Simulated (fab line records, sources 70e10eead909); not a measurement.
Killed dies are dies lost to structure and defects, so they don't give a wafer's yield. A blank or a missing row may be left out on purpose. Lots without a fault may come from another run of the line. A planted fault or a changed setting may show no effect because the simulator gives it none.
fab line records | flow nand_harc
record lots=24 wafers=72 last_day=34
route steps=1302 shown P_ZERO_WELL@67 P_GATE@131 P_CONTACT@218
lots that met no fault: from a run of the same line without faults
start_h: hours from the record's first day to the start of the lot's first wafer shown | wait_h: hours since the lot's step before | " the same as in the row above | L1.1+2: a row that stands for several wafers | - no value, or no start given | * or withheld: withheld | < > ~ a bound
route shown NAME@n: a module of which the file shows steps, and the number in the route of the first | usual: mean/standard deviation of fault-free wafers | same: alike in all rows | chamber/n: place in a boat | sites: the reading at each site | _std_site: their standard deviation | _edge_site: outer sites' mean less inner sites' | radius_mm: how far each site lies from the wafer's centre | mask NAME#n: copy n | behind: the tool/chamber that last shaped the wafer | hold: why the lot was held/for how many hours/how that ended | device: the transistor (n, p or np) that didn't switch | end of line: the same wafers' tests at the end of the route | a step without rows: its recipe alone | killed: dies lost to structure and defects at the first sort, not the wafer's yield | map: a wafer's dies, x killed, . not, _ none there
set.NAME: the setting as run; set.NAME@STEP: as run at that earlier step | model.NAME: the simulator's own value behind a step, which no gauge read
steps of the route over a sample of lots; a table a step, a row a wafer
services: from which hour (start_h, from the record's first day; less than 0 if before it) a tool's chamber was out of use, for how many hours, and why
## steps
# step NHARC_P_ZERO_WELL_RTA_42
# recipe temp_c=1100 time_s=300
# usual lamp_power_pct=37.3/0.8 lamp_zone_3_pct=37.3/0.8 lamp_zone_4_pct=37.3/0.8 lamp_zone_5_pct=37.3/0.79 wafer_temp_C_max=1103.7/0.88
# columns lot.wafer tool chamber start_h wait_h lamp_power_pct lamp_zone_3_pct lamp_zone_4_pct lamp_zone_5_pct wafer_temp_C_max
L074.2 rtp_anneal-02 0 26.86 - 36.8 36.9 36.8 36.7 1102.7
L074.3 " 0 " " 36.8 36.8 36.8 36.8 1104.7
L074.6 " 0 " " 36.9 36.8 36.8 36.8 1103.2
L075.2 rtp_anneal-02 0 36.98 - 36.7 36.8 36.6 36.8 1103.3
L075.5 " 0 " " 36.8 36.7 36.8 36.7 1103.0
L075.6 " 0 " " 36.7 36.7 36.7 36.7 1104.9
L076.1 rtp_anneal-01 0 47.20 - 38.5 38.6 38.5 38.6 1104.0
L076.3 " 0 " " 38.5 38.6 38.5 38.5 1103.5
L076.5 " 0 " " 38.5 38.6 38.6 38.5 1104.0
L077.2 rtp_anneal-02 0 57.13 - 36.7 36.8 36.7 36.8 1103.0
L077.5 " 0 " " 36.8 36.7 36.7 36.8 1102.7
L077.6 " 0 " " 36.7 36.7 36.7 36.8 1102.9
L078.2 rtp_anneal-01 0 67.16 - 38.5 38.5 38.5 38.5 1104.2
L078.5 " 0 " " 38.6 38.6 38.5 38.6 1105.6
L078.6 " 0 " " 38.5 38.5 38.5 38.5 1104.3
L079.1 rtp_anneal-02 0 76.87 - 36.8 36.8 36.7 36.7 1103.8
L079.5 " 0 " " 36.8 36.8 36.8 36.8 1104.7
L079.6 " 0 " " 36.8 36.7 36.9 36.8 1103.2
L080.1 rtp_anneal-02 0 86.79 - 36.8 36.8 36.7 36.7 1103.3
L080.2 " 0 " " 36.7 36.8 36.8 36.7 1103.0
L080.6 " 0 " " 36.8 36.8 36.8 36.8 1102.7
L081.2 rtp_anneal-02 0 96.73 - 36.8 36.8 36.8 36.8 1102.8
L081.3 " 0 " " 36.9 36.8 36.8 36.9 1102.8
L081.5 " 0 " " 36.8 36.8 36.8 36.8 1104.9
L082.1 rtp_anneal-02 0 106.77 - 36.9 36.9 36.8 36.8 1103.4
L082.4 " 0 " " 36.8 36.8 36.8 36.9 1104.1
L082.5 " 0 " " 36.9 36.8 36.8 36.8 1102.4
L083.1 rtp_anneal-02 0 116.83 - 36.8 36.8 36.9 36.8 1103.8
L083.3 " 0 " " 36.8 36.8 36.8 36.8 1102.8
L083.6 " 0 " " 36.8 36.8 36.8 36.8 1104.4
L084.3 rtp_anneal-01 0 127.16 - 38.5 38.5 38.5 38.5 1104.7
L084.5 " 0 " " 38.6 38.5 38.4 38.4 1104.8
L084.6 " 0 " " 38.5 38.5 38.6 38.4 1103.4
L085.1 rtp_anneal-02 0 136.87 - 36.8 36.8 36.8 36.8 1103.4
L085.2 " 0 " " 36.7 36.8 36.8 36.8 1102.4
L085.3 " 0 " " 36.7 36.8 36.8 36.8 1103.9
L086.1 rtp_anneal-01 0 147.39 - 38.5 38.6 38.6 38.6 1105.2
L086.2 " 0 " " 38.6 38.6 38.5 38.6 1105.8
L086.6 " 0 " " 38.5 38.6 38.6 38.6 1103.9
L087.2 rtp_anneal-02 0 158.45 - 36.8 36.8 36.8 36.8 1103.3
L087.5 " 0 " " 36.9 36.8 36.8 36.8 1104.5
L087.6 " 0 " " 36.8 36.8 36.8 36.8 1104.3
L088.1 rtp_anneal-02 0 167.02 - 36.9 36.8 36.8 36.8 1105.0
L088.2 " 0 " " 36.9 36.8 36.8 36.8 1102.6
L088.3 " 0 " " 36.8 36.9 36.9 36.9 1103.8
L089.1 rtp_anneal-01 0 177.07 - 38.5 38.6 38.5 38.5 1105.0
L089.3 " 0 " " 38.5 38.5 38.6 38.6 1104.1
L089.5 " 0 " " 38.5 38.5 38.5 38.5 1103.9
L090.3 rtp_anneal-01 0 187.24 - 38.6 38.5 38.6 38.6 1103.8
L090.4 " 0 " " 38.6 38.6 38.6 38.6 1103.6
L090.6 " 0 " " 38.6 38.5 38.6 38.6 1103.2
L091.2 rtp_anneal-02 0 197.35 - 36.7 36.8 36.8 36.8 1102.9
L091.5 " 0 " " 36.8 36.8 36.8 36.8 1103.0
L091.6 " 0 " " 36.8 36.8 36.7 36.9 1103.1
L092.1 rtp_anneal-02 0 206.93 - 36.8 36.8 36.8 36.8 1104.2
L092.5 " 0 " " 36.7 36.8 36.8 36.8 1103.8
L092.6 " 0 " " 36.8 36.8 36.7 36.7 1102.6
L093.1 rtp_anneal-02 0 216.70 - 36.8 36.8 36.8 36.9 1103.3
L093.3 " 0 " " 36.8 36.8 36.8 36.8 1104.1
L093.6 " 0 " " 36.8 36.8 36.9 36.9 1103.8
L094.1 rtp_anneal-02 0 229.13 - 36.8 36.8 36.8 36.8 1103.8
L094.3 " 0 " " 36.8 36.8 36.8 36.8 1102.4
L094.4 " 0 " " 36.9 36.8 36.8 36.9 1103.3
L095.1 rtp_anneal-01 0 237.37 - 38.6 38.6 38.5 38.6 1104.8
L095.2 " 0 " " 38.6 38.5 38.5 38.6 1104.6
L095.3 " 0 " " 38.5 38.6 38.5 38.6 1103.5
L096.3 rtp_anneal-02 0 247.26 - 36.8 36.8 36.9 36.8 1103.0
L096.4 " 0 " " 36.8 36.8 36.8 36.8 1103.7
L096.5 " 0 " " 36.9 36.8 36.8 36.8 1103.3
L097.1 rtp_anneal-02 0 257.10 - 36.8 36.8 36.8 36.8 1103.4
L097.5 " 0 " " 36.7 36.8 36.7 36.8 1101.3
L097.6 " 0 " " 36.8 36.8 36.7 36.8 1102.2
# step NHARC_P_GATE_HM_DEP_102
# recipe target_thk_a=1200 temp_c=400 material=aC
# usual throttle_valve_pct=35.000/0.01
# columns lot.wafer tool chamber start_h wait_h throttle_valve_pct
L074.2 acl_dep-01 0 99.88 1.8 34.976
L074.3 " 0 " " 35.002
L074.6 " 0 " " 34.994
L075.2 acl_dep-02 0 102.51 0.5 34.992
L075.5 " 0 " " 35.006
L075.6 " 0 " " 34.995
L076.1 acl_dep-01 0 120.48 2.3 35.009
L076.3 " 0 " " 35.004
L076.5 " 0 " " 35.008
L077.2 acl_dep-01 0 121.24 3.1 35.008
L077.5 " 0 " " 34.986
L077.6 " 0 " " 35.000
L078.2 acl_dep-01 0 131.83 0.5 34.979
L078.5 " 0 " " 34.998
L078.6 " 0 " " 35.017
L079.1 acl_dep-02 0 148.10 0.4 34.994
L079.5 " 0 " " 35.000
L079.6 " 0 " " 35.002
L080.1 acl_dep-01 0 155.05 0.4 35.014
L080.2 " 0 " " 35.023
L080.6 " 0 " " 35.014
L081.2 acl_dep-03 0 161.57 2.2 35.012
L081.3 " 0 " " 34.982
L081.5 " 0 " " 35.009
L082.1 acl_dep-02 0 173.38 0.5 34.991
L082.4 " 0 " " 34.998
L082.5 " 0 " " 35.011
L083.1 acl_dep-02 0 180.22 0.4 35.023
L083.3 " 0 " " 34.989
L083.6 " 0 " " 34.991
L084.3 acl_dep-02 0 192.29 0.6 34.998
L084.5 " 0 " " 35.006
L084.6 " 0 " " 34.985
L085.1 acl_dep-02 0 208.26 8.1 34.989
L085.2 " 0 " " 35.001
L085.3 " 0 " " 35.012
L086.1 acl_dep-01 0 213.47 1.9 35.004
L086.2 " 0 " " 35.021
L086.6 " 0 " " 35.001
L087.2 acl_dep-02 0 241.42 1.9 34.999
L087.5 " 0 " " 34.984
L087.6 " 0 " " 35.001
L089.1 acl_dep-02 0 241.96 2.5 35.008
L089.3 " 0 " " 35.012
L089.5 " 0 " " 35.004
L088.1 acl_dep-02 0 242.61 3.1 34.983
L088.2 " 0 " " 35.007
L088.3 " 0 " " 35.002
L090.3 acl_dep-01 0 252.41 0.6 34.990
L090.4 " 0 " " 34.987
L090.6 " 0 " " 35.004
L091.2 acl_dep-03 0 264.20 0.5 35.010
L091.5 " 0 " " 35.008
L091.6 " 0 " " 35.007
L092.1 acl_dep-01 0 276.52 0.4 34.992
L092.5 " 0 " " 34.992
L092.6 " 0 " " 34.991
L093.1 acl_dep-01 0 284.89 0.4 34.971
L093.3 " 0 " " 35.005
L093.6 " 0 " " 34.987
L094.1 acl_dep-02 0 310.87 9.1 34.995
L094.3 " 0 " " 35.018
L094.4 " 0 " " 34.997
L095.1 acl_dep-03 0 316.06 7.5 35.007
L095.2 " 0 " " 34.997
L095.3 " 0 " " 35.007
L096.3 acl_dep-01 0 317.75 2.5 34.990
L096.4 " 0 " " 34.996
L096.5 " 0 " " 34.998
L097.1 acl_dep-02 0 336.20 3.0 34.988
L097.5 " 0 " " 34.995
L097.6 " 0 " " 35.009
# step NHARC_P_GATE_DESCUM_61
# recipe time_s=3 o2_flow_sccm=200 ar_flow_sccm=0 bias_power_w=0 chemistry=O2
# usual drypump_motor_current_A=5.8/0.45 oes_product_au=1.001/0.0082 rf_vpp_V=57.8/0.88 showerhead_plenum_p_Torr=1.92/0.087 throttle_valve_pct=11.311/0.0089
# same bias_power_w=0
# columns lot.wafer tool chamber start_h wait_h drypump_motor_current_A oes_product_au rf_hours_counter_h rf_vpp_V showerhead_plenum_p_Torr throttle_valve_pct
L074.3 rie_diel-08 0 114.94 - 5.7 1.006 5.3 57.7 1.97 11.286
L074.2 " 1 " " 6.5 1.007 4.1 58.0 1.83 11.319
L074.6 " 0 " " 5.7 1.002 - 57.7 1.97 11.319
L075.2 rie_diel-01 1 117.72 - 5.4 1.000 4.7 57.0 1.80 11.323
L075.5 " 0 " " 6.2 1.001 - 58.2 1.86 11.311
L075.6 " 1 " " 5.4 1.011 - 58.1 1.80 11.315
L076.1 rie_diel-08 3 135.83 - 6.4 1.002 5.6 58.3 1.95 11.302
L076.3 " 1 " " 6.5 1.004 6.1 57.5 1.83 11.299
L076.5 " 0 " " 5.7 0.998 - 58.0 1.97 11.309
L077.2 rie_diel-01 1 136.71 - 5.4 0.994 5.5 56.5 1.80 11.309
L077.6 " 3 " " 6.0 0.993 - 58.0 1.95 11.302
L077.5 " 0 " " 6.2 1.002 - 58.6 1.86 11.313
L078.2 rie_diel-10 2 147.09 - 5.4 1.007 4.0 57.8 2.04 11.319
L078.5 " 2 " " 5.4 1.013 - 57.8 2.04 11.303
L078.6 " 3 " " 5.4 1.000 - 59.6 2.06 11.304
L079.1 rie_diel-10 0 163.08 - 5.2 1.001 4.3 58.3 1.84 11.319
L079.5 " 3 " " 5.4 0.987 - 57.5 2.06 11.301
L079.6 " 0 " " 5.2 1.001 - 58.2 1.84 11.312
L080.2 rie_diel-10 0 170.41 - 5.3 0.994 4.5 57.0 1.84 11.324
L080.1 " 2 " " 5.4 1.007 5.5 58.7 2.04 11.320
L080.6 " 3 " " 5.4 0.988 - 58.9 2.06 11.296
L081.3 rie_diel-01 1 176.57 - 5.5 0.994 7.8 57.3 1.80 11.305
L081.2 " 3 " " 6.0 0.995 8.0 56.1 1.95 11.308
L081.5 " 2 " " 6.4 1.001 - 57.5 2.03 11.322
L082.4 rie_diel-08 2 188.45 - 5.8 0.994 7.8 57.6 1.84 11.308
L082.1 " 3 " " 6.5 0.993 8.1 58.7 1.95 11.317
L082.5 " 1 " " 6.4 0.990 - 57.6 1.83 11.314
L083.1 rie_diel-01 3 195.52 - 6.0 1.013 8.9 56.9 1.95 11.338
L083.3 " 1 " " 5.4 1.004 8.9 57.8 1.80 11.317
L083.6 " 3 " " 6.0 1.005 - 58.8 1.95 11.307
L084.3 rie_diel-08 1 207.46 - 6.5 1.017 0.8 58.1 1.83 11.305
L084.5 " 3 " " 6.5 1.006 - 57.0 1.95 11.319
L084.6 " 0 " " 5.7 1.001 - 58.6 1.97 11.317
L085.2 rie_diel-10 1 223.90 - 5.3 0.994 9.1 57.7 1.89 11.308
L085.1 " 2 " " 5.4 1.006 9.6 56.8 2.04 11.297
L085.3 " 0 " " 5.2 0.997 8.6 57.9 1.84 11.312
L086.2 rie_diel-10 0 228.77 - 5.2 1.008 8.6 58.7 1.84 11.303
L086.1 " 1 " " 5.3 1.008 9.1 58.8 1.89 11.309
L086.6 " 2 " " 5.4 0.999 - 57.3 2.04 11.318
L087.2 rie_diel-10 2 256.55 - 5.4 1.011 1.0 57.4 2.04 11.322
L087.6 " 0 " " 5.2 0.996 - 58.9 1.84 11.308
L087.5 " 1 " " 5.3 0.988 - 56.9 1.89 11.311
L089.3 rie_diel-08 3 257.23 - 6.5 1.002 4.8 56.5 1.94 11.306
L089.1 " 1 " " 6.4 1.012 4.9 58.2 1.83 11.303
L089.5 " 3 " " 6.5 1.012 - 57.1 1.94 11.302
L088.1 rie_diel-10 2 257.88 - 5.4 1.006 1.0 57.4 2.04 11.321
L088.2 " 3 " " 5.4 0.983 0.6 57.7 2.06 11.296
L088.3 " 1 " " 5.3 1.000 1.0 58.5 1.89 11.308
L090.4 rie_diel-01 3 267.45 - 6.0 1.010 2.9 58.9 1.95 11.317
L090.3 " 0 " " 6.2 0.998 4.0 55.8 1.86 11.311
L090.6 " 2 " " 6.4 1.003 - 57.2 2.02 11.307
L091.2 rie_diel-08 3 279.36 - 6.5 1.016 5.0 58.3 1.94 11.306
L091.6 " 2 " " 5.7 1.007 - 57.1 1.83 11.319
L091.5 " 3 " " 6.4 1.005 - 58.5 1.94 11.317
L092.1 rie_diel-01 1 291.47 - 5.4 1.006 5.0 56.0 1.80 11.287
L092.5 " 3 " " 6.0 1.002 - 57.6 1.95 11.324
L092.6 " 0 " " 6.2 1.005 - 56.8 1.86 11.308
L093.1 rie_diel-10 1 299.78 - 5.4 1.007 3.4 57.8 1.89 11.300
L093.3 " 2 " " 5.4 0.992 3.9 60.4 2.04 11.330
L093.6 " 0 " " 5.2 1.011 - 56.7 1.84 11.303
L094.1 rie_diel-10 3 326.58 - 5.4 0.997 4.7 57.0 2.06 11.315
L094.4 " 0 " " 5.3 1.004 4.2 55.5 1.84 11.311
L094.3 " 2 " " 5.4 0.991 5.7 59.1 2.04 11.320
L095.1 rie_diel-01 1 331.68 - 5.4 1.006 6.2 58.2 1.80 11.312
L095.2 " 2 " " 6.4 1.008 5.3 58.2 2.02 11.314
L095.3 " 3 " " 6.0 0.998 5.1 57.4 1.95 11.297
L096.4 rie_diel-08 0 332.74 - 5.7 1.014 6.4 59.4 1.97 11.315
L096.3 " 2 " " 5.8 1.004 7.8 56.4 1.83 11.303
L096.5 " 3 " " 6.5 1.011 - 57.9 1.94 11.305
L097.1 rie_diel-08 1 352.16 - 6.4 0.992 9.8 57.3 1.82 11.315
L097.6 " 3 " " 6.4 0.996 - 57.6 1.94 11.294
L097.5 " 0 " " 5.7 0.994 - 56.3 1.97 11.303
# step NHARC_P_CONTACT_DEP_00
# recipe target_thk_a=5000 temp_c=400 pressure_torr=6.5 rf_w=900 teos_flow_sccm=161.4 flow_sccm=2650 target_thk_nm=500 gas=O2 material=SiO2
# usual heater_power_w=585/100 throttle_valve_pct=15.9/0.59
# columns lot.wafer tool chamber start_h wait_h heater_power_w throttle_valve_pct
L074.2 pecvd-04 0 - - 705 14.9
L074.3 " 2 " " 423 15.7
L074.6 " 0 " " 741 15.1
L075.2 pecvd-01 1 - - 461 15.7
L075.6 " 2 " " 560 16.5
L075.5 " 1 " " 487 15.8
L076.1 pecvd-04 0 - - 578 15.3
L076.3 " 2 " " 540 15.9
L076.5 " 1 " " 625 16.3
L077.2 pecvd-03 0 - - 658 15.8
L077.6 " 1 " " 603 16.6
L077.5 " 2 " " 616 16.9
L078.2 pecvd-04 2 - - 441 16.0
L078.6 " 0 " " 572 14.9
L078.5 " 1 " " 459 16.5
L079.1 pecvd-03 0 - - 558 15.8
L079.5 " 2 " " 601 17.0
L079.6 " 0 " " 585 15.9
L080.2 pecvd-03 0 - - 545 15.9
L080.1 " 1 " " 613 16.8
L080.6 " 0 " " 585 15.7
L081.2 pecvd-01 1 - - 554 15.1
L081.3 " 2 " " 500 16.9
L081.5 " 2 " " 522 16.4
L082.1 pecvd-01 2 - - 522 16.4
L082.4 " 1 " " 405 15.4
L082.5 " 0 " " 782 15.5
L083.1 pecvd-01 0 - - 751 15.8
L083.3 " 1 " " 408 15.3
L083.6 " 0 " " 768 15.6
L084.3 pecvd-03 2 - - 583 16.5
L084.5 " 1 " " 608 16.3
L084.6 " 2 " " 629 16.9
L085.2 pecvd-01 1 - - 536 15.2
L085.1 " 2 " " 567 16.7
L085.3 " 0 " " 754 15.4
L086.1 pecvd-01 2 - - 439 16.2
L086.2 " 0 " " 645 15.7
L086.6 " 1 " " 550 15.5
L087.2 pecvd-04 2 - - 531 16.2
L087.5 " 0 " " 693 15.3
L087.6 " 1 " " 546 16.5
L089.3 pecvd-01 1 - - 504 15.1
L089.1 " 2 " " 567 16.5
L089.5 " 2 " " 433 16.8
L088.3 pecvd-03 0 - - 562 15.5
L088.2 " 1 " " 615 16.4
L088.1 " 2 " " 610 16.8
L090.3 pecvd-01 0 - - 800 15.9
L090.4 " 0 " " 639 15.8
L090.6 " 1 " " 467 15.4
L091.2 pecvd-04 0 - - 748 14.8
L091.5 " 1 " " 479 16.3
L091.6 " 0 " " 579 14.9
L092.1 pecvd-01 1 - - 550 15.2
L092.5 " 1 " " 406 15.2
L092.6 " 0 " " 811 16.0
L093.1 pecvd-01 1 - - 493 15.3
L093.3 " 0 " " 792 15.9
L093.6 " 2 " " 534 16.7
L094.1 pecvd-03 0 - - 576 15.7
L094.3 " 2 " " 625 16.6
L094.4 " 2 " " 640 16.9
L095.1 pecvd-01 0 - - 757 15.5
L095.3 " 1 " " 496 15.4
L095.2 " 2 " " 562 16.1
L096.3 pecvd-01 0 - - 802 15.8
L096.4 " 2 " " 574 16.2
L096.5 " 0 " " 646 15.6
L097.1 pecvd-01 2 - - 578 16.1
L097.6 " 0 " " 688 15.7
L097.5 " 1 " " 587 15.0
# step NHARC_P_CONTACT_DEGAS_38
# recipe temp_c=300 time_s=60
# usual heater_power_w=459/38
# columns lot.wafer tool chamber start_h wait_h heater_power_w
L074.2 pvd_sputter-02 - 123.16 - 453
L074.3 " - " " 472
L074.6 " - " " 457
L075.2 pvd_sputter-01 - 126.18 - 421
L075.5 " - " " 389
L075.6 " - " " 537
L076.3 pvd_sputter-02 - 143.86 - 513
L076.1 " - " " 471
L076.5 " - " " 454
L077.2 pvd_sputter-02 - 145.24 - 463
L077.6 " - " " 463
L077.5 " - " " 506
L078.2 pvd_sputter-03 - 155.09 - 452
L078.6 " - " " 471
L078.5 " - " " 509
L079.1 pvd_sputter-02 - 171.27 - 452
L079.6 " - " " 456
L079.5 " - " " 471
L080.2 pvd_sputter-01 - 178.46 - 552
L080.1 " - " " 397
L080.6 " - " " 551
L081.3 pvd_sputter-03 - 184.54 - 460
L081.2 " - " " 454
L081.5 " - " " 485
L082.4 pvd_sputter-01 - 196.48 - 410
L082.1 " - " " 410
L082.5 " - " " 393
L083.3 pvd_sputter-03 - 203.36 - 475
L083.1 " - " " 486
L083.6 " - " " 437
L084.3 pvd_sputter-03 - 215.49 - 494
L084.6 " - " " 493
L084.5 " - " " 464
L085.2 pvd_sputter-03 - 232.09 - 455
L085.1 " - " " 490
L085.3 " - " " 473
L086.1 pvd_sputter-01 - 237.45 - 507
L086.2 " - " " 404
L086.6 " - " " 411
L087.2 pvd_sputter-03 - 264.78 - 468
L087.6 " - " " 454
L087.5 " - " " 490
L089.1 pvd_sputter-02 - 265.34 - 494
L089.3 " - " " 448
L089.5 " - " " 468
L088.3 pvd_sputter-03 - 266.12 - 479
L088.2 " - " " 465
L088.1 " - " " 468
L090.3 pvd_sputter-01 - 275.45 - 513
L090.4 " - " " 405
L090.6 " - " " 411
L091.2 pvd_sputter-03 - 287.36 - 459
L091.6 " - " " 468
L091.5 " - " " 473
L092.1 pvd_sputter-01 - 299.46 - 414
L092.6 " - " " 415
L092.5 " - " " 408
L093.1 pvd_sputter-03 - 307.75 - 470
L093.3 " - " " 480
L093.6 " - " " 472
L094.3 pvd_sputter-01 - 334.60 - 418
L094.4 " - " " 536
L094.1 " - " " 401
L095.2 pvd_sputter-02 - 339.81 - 475
L095.1 " - " " 434
L095.3 " - " " 444
L096.3 pvd_sputter-01 - 341.24 - 413
L096.4 " - " " 410
L096.5 " - " " 409
L097.1 pvd_sputter-02 - 360.07 - 479
L097.5 " - " " 479
L097.6 " - " " 439
# step NHARC_P_CONTACT_ALD_22
# recipe target_thk_a=30 pulse_time_s=1 ald_cycles=150 temp_c=450 material=TiN
# usual heater_power_w=1054/94 precursor_pulse_height_rel=0.999/0.02
# columns lot.wafer tool chamber start_h wait_h heater_power_w precursor_pulse_height_rel
L074.3 ald_metal-03 1 123.45 - 1196 0.998
L074.2 " 2 " " 1038 1.027
L074.6 " 0 " " 1082 1.015
L075.2 ald_metal-01 1 126.45 - 1201 0.945
L075.6 " 3 " " 1252 1.010
L075.5 " 0 " " 1102 1.011
L076.1 ald_metal-04 3 144.09 - 992 1.006
L076.3 " 2 " " 1084 1.017
L076.5 " 2 " " 1042 0.974
L077.2 ald_metal-03 2 145.52 - 1017 0.964
L077.5 " 0 " " 1074 0.978
L077.6 " 1 " " 1217 1.015
L078.2 ald_metal-04 0 155.39 - 937 1.019
L078.5 " 1 " " 1008 1.009
L078.6 " 2 " " 1050 1.001
L079.1 ald_metal-03 2 171.54 - 1052 0.984
L079.6 " 1 " " 1184 0.975
L079.5 " 2 " " 1055 1.004
L080.2 ald_metal-04 1 178.70 - 1018 1.019
L080.1 " 0 " " 934 0.997
L080.6 " 2 " " 1062 0.970
L081.3 ald_metal-04 1 184.79 - 985 1.003
L081.2 " 3 " " 969 1.011
L081.5 " 2 " " 1066 0.993
L082.1 ald_metal-01 2 196.72 - 940 1.005
L082.4 " 3 " " 1284 1.009
L082.5 " 2 " " 932 0.973
L083.1 ald_metal-04 1 203.63 - 1025 1.021
L083.3 " 2 " " 1067 0.992
L083.6 " 0 " " 928 0.985
L084.3 ald_metal-01 3 215.76 - 1293 1.013
L084.5 " 2 " " 940 1.020
L084.6 " 3 " " 1314 0.969
L085.3 ald_metal-03 3 232.34 - 1052 1.004
L085.2 " 0 " " 991 0.986
L085.1 " 1 " " 1128 0.992
L086.2 ald_metal-03 3 237.70 - 1077 1.039
L086.1 " 1 " " 1147 0.995
L086.6 " 2 " " 1016 0.957
L087.2 ald_metal-04 2 265.01 - 1057 1.006
L087.6 " 2 " " 1061 1.028
L087.5 " 3 " " 971 1.017
L089.1 ald_metal-01 1 265.56 - 1120 1.020
L089.3 " 2 " " 951 0.942
L089.5 " 1 " " 1133 0.980
L088.3 ald_metal-03 3 266.38 - 1064 0.998
L088.1 " 1 " " 1158 0.995
L088.2 " 2 " " 1030 1.008
L090.3 ald_metal-04 3 275.71 - 979 0.988
L090.6 " 2 " " 1094 1.026
L090.4 " 3 " " 991 1.005
L091.2 ald_metal-04 0 287.61 - 974 1.016
L091.5 " 0 " " 962 0.988
L091.6 " 3 " " 970 1.007
L092.1 ald_metal-03 1 299.74 - 1141 1.024
L092.5 " 3 " " 1067 0.997
L092.6 " 0 " " 1011 1.048
L093.3 ald_metal-01 3 308.04 - 1309 0.958
L093.1 " 0 " " 1116 1.005
L093.6 " 1 " " 1128 0.993
L094.1 ald_metal-04 0 334.90 - 964 0.985
L094.3 " 1 " " 1046 0.973
L094.4 " 1 " " 1031 1.016
L095.1 ald_metal-01 3 340.05 - 1311 1.001
L095.3 " 0 " " 1102 0.995
L095.2 " 1 " " 1144 0.993
L096.3 ald_metal-04 0 341.49 - 956 1.047
L096.4 " 0 " " 953 0.979
L096.5 " 3 " " 937 0.995
L097.1 ald_metal-03 0 360.31 - 1027 1.004
L097.5 " 0 " " 1025 0.995
L097.6 " 1 " " 1163 0.969
## services
# columns tool chamber start_h hours kind
acl_dep-01 - 8.77 13.0 pm
rtp_anneal-02 - 12.00 12.0 pm
acl_dep-01 - 26.26 19.0 repair
ald_metal-04 - 26.91 1.0 repair
rie_diel-10 - 65.50 9.0 pm
acl_dep-02 - 66.57 13.0 pm
pvd_sputter-03 - 67.18 0.7 repair
pecvd-01 1 80.64 7.6 repair
ald_metal-04 - 118.00 10.0 pm
pecvd-01 - 130.00 13.0 pm
ald_metal-04 3 145.19 9.9 repair
rie_diel-10 3 164.30 1.6 repair
pvd_sputter-03 - 170.04 10.0 pm
ald_metal-04 - 175.34 0.5 repair
acl_dep-01 - 189.77 13.0 pm
rie_diel-10 2 197.99 7.6 repair
ald_metal-04 - 223.40 0.6 repair
acl_dep-02 - 248.78 13.0 pm
ald_metal-04 1 269.22 19.1 repair
ald_metal-04 - 296.00 10.0 pm
pecvd-01 - 311.00 13.0 pm
ald_metal-04 2 324.66 25.3 repair
acl_dep-02 - 329.59 1.0 repair
pecvd-01 - 341.16 1.4 repair
## key
fault none
